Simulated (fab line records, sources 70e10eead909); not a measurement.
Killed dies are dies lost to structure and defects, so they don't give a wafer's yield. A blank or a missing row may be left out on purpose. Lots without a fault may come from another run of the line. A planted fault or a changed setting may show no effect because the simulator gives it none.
Chamber matching | flow nand_harc | NHARC_A_CONTACT_ALD_18 on ald_metal-01: 4 sister chambers
The step deposits TiN, target thk 3 nm, pulse time 1 s, ald cycles 150. 4 wafers are shown with their chamber, then 8 later ones without.

WAFERS WITH THEIR CHAMBER
wafer  | chamber | heater_power_w (W)
L084.1 | 1       | 952
L084.4 | 0       | 1079
L084.5 | 2       | 1218
L088.1 | 3       | 957

WAFERS WITHOUT THEIR CHAMBER
wafer  | heater_power_w (W)
L088.4 | 1065
L088.5 | 951
L089.2 | 1124
L089.3 | 942
L089.6 | 1105
L094.1 | 979
L094.4 | 1113
L094.6 | 907

WHICH CHAMBER EACH WENT THROUGH
wafer  | from the rows above     | in truth
L088.4 | 0                       | 0
L088.5 | can't be placed: 1 or 3 | 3
L089.2 | can't be placed: 0 or 2 | 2
L089.3 | can't be placed: 1 or 3 | 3
L089.6 | 0                       | 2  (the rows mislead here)
L094.1 | can't be placed: 3 or 1 | 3
L094.4 | 0                       | 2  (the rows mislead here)
L094.6 | can't be placed: 1 or 3 | 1
Placed correctly: 1 of 8. Can't be placed from these rows: 5 (the true chamber is among the candidates in 5). Placed wrongly: 2.
How it was worked out, from the rows above alone: a wafer's distance from a chamber is the root of the sum, over the readings, of the square of ((its reading less the chamber's mean) divided by the reading's scatter). The wafer belongs to the nearest chamber; if the next one is less than 2 further off, it can't be placed. A chamber's mean is the mean of its shown wafers. The scatter: with one shown wafer a chamber, the root of the mean of the squares of how far each hidden wafer lies from its nearest shown one.
